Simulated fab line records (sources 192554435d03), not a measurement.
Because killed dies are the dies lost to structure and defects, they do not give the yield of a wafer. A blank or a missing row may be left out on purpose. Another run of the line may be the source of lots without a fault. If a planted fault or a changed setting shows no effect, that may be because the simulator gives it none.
Matching of chambers + flow n5-finfet + N5_BEOL_M5_ETCH_61 on rie-diel-06 has 4 sister chambers
The step etches SiARC in CF4, target depth 15.6 nm, time 26 s. 4 wafers are shown with their chamber, then 10 later ones without.

WAFERS WITH THEIR CHAMBER
| wafer  | chamber | drypump-motor-current-A (A) |
|--------|---------|-----------------------------|
| L087.2 | 2       | 6.1                         |
| L087.5 | 3       | 5.2                         |
| L088.3 | 0       | 5.6                         |
| L088.4 | 1       | 5.5                         |

WAFERS MISSING THEIR CHAMBER
| wafer  | drypump-motor-current-A (A) |
|--------|-----------------------------|
| L088.5 | 6.1                         |
| L090.2 | 6.1                         |
| L090.5 | 6.1                         |
| L090.6 | 5.4                         |
| L092.1 | 6.1                         |
| L092.2 | 5.2                         |
| L092.5 | 5.4                         |
| L094.3 | 5.6                         |
| L094.4 | 6.1                         |
| L094.5 | 6.1                         |

THE CHAMBER EACH PASSED THROUGH
| wafer  | from the rows above | in truth |
|--------|---------------------|----------|
| L088.5 | 2                   | 2        |
| L090.2 | 2                   | 2        |
| L090.5 | 2                   | 2        |
| L090.6 | 1                   | 1        |
| L092.1 | 2                   | 2        |
| L092.2 | 3                   | 3        |
| L092.5 | 1                   | 1        |
| L094.3 | 0                   | 0        |
| L094.4 | 2                   | 2        |
| L094.5 | 2                   | 2        |
Placed correctly: 10 of 10. From these rows, 0 cannot be placed. Wrongly placed: 0.
How it was worked out, from the rows above alone: a wafer's distance from a chamber is the root of the sum, over the readings, of the square of ((its reading less the chamber's mean) divided by the reading's scatter). If the next closest chamber is less than 2 further off than the closest, the wafer can't be placed; otherwise it belongs to the closest. Each chamber's mean is taken over the wafers shown for it. The scatter: with one shown wafer a chamber, the root of the mean of the squares of how far each hidden wafer lies from its nearest shown one.
